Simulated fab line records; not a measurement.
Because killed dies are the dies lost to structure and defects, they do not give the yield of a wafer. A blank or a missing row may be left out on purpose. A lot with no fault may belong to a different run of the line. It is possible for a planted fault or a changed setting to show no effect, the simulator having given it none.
Matching of chambers -- flow nand_harc -- NHARC_P_M0_DEP_32 on pecvd-02: 3 sister chambers
The step deposits SiCN, target thk 30 nm. 3 wafers are shown with their chamber, then 7 later ones without.

WAFERS WITH THEIR CHAMBER
wafer,chamber,heater_power_w (W)
L527.1,2,445
L527.3,0,683
L528.4,1,664

WAFERS WITHOUT THEIR CHAMBER
wafer,heater_power_w (W)
L528.6,651
L534.1,718
L534.2,545
L534.3,688
L536.2,454
L536.5,689
L536.6,686

WHICH CHAMBER EACH WENT THROUGH
wafer,from the rows above,in truth
L528.6,can't be placed: 1 or 0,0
L534.1,can't be placed: 0 or 1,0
L534.2,can't be placed: 2 or 1 or 0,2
L534.3,can't be placed: 0 or 1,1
L536.2,2,2
L536.5,can't be placed: 0 or 1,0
L536.6,can't be placed: 0 or 1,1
1 of 7 placed correctly. From these rows, 6 cannot be placed; in 6 the true chamber is one of the candidates. Number placed wrongly: 0.
How it was worked out, from the rows above alone: a wafer's distance from a chamber is the root of the sum, over the readings, of the square of ((its reading less the chamber's mean) divided by the reading's scatter). The wafer belongs to the nearest chamber; if the next one is less than 2 further off, it can't be placed. Each chamber's mean is taken over the wafers shown for it. The scatter (one wafer shown for each chamber): square how far every hidden wafer sits from the nearest shown wafer, average those squares and take the square root.
